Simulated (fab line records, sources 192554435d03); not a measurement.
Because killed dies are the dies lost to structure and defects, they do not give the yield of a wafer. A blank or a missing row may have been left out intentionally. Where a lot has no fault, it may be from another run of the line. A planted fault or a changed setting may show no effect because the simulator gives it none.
Matching of chambers	flow n5_finfet	N5_BEOL_M12_ETCH_68 on rie_diel-05 has 4 sister chambers
The step etches SOC in N2/H2, time 285 s. 4 wafers are shown with their chamber, then 7 later ones without.

## WAFERS, EACH WITH ITS CHAMBER
wafer	chamber	showerhead_plenum_p_Torr (Torr)
L080.4	0	2.45
L083.3	3	2.59
L081.2	1	2.61
L081.3	2	2.62

## WAFERS MISSING THEIR CHAMBER
wafer	showerhead_plenum_p_Torr (Torr)
L081.5	2.44
L093.2	2.60
L093.4	2.57
L093.6	2.60
L097.2	2.43
L097.5	2.60
L097.6	2.43

## EACH ONE'S CHAMBER
wafer	from the rows above	in truth
L081.5	0	0
L093.2	can't be placed: 1 or 3 or 2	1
L093.4	can't be placed: 3 or 1 or 2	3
L093.6	can't be placed: 1 or 3 or 2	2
L097.2	0	0
L097.5	can't be placed: 1 or 3 or 2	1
L097.6	0	0
3 of 7 placed correctly. Cannot be placed on the basis of these rows: 4; the candidates contain the true chamber in 4. Placed wrongly: 0.
How it was worked out, from the rows above alone: a wafer's distance from a chamber is the root of the sum, over the readings, of the square of ((its reading less the chamber's mean) divided by the reading's scatter). If the next closest chamber is less than 2 further off than the closest, the wafer can't be placed; otherwise it belongs to the closest. Each chamber's mean is taken over the wafers shown for it. The scatter (one wafer shown for each chamber): square how far every hidden wafer sits from the nearest shown wafer, average those squares and take the square root.
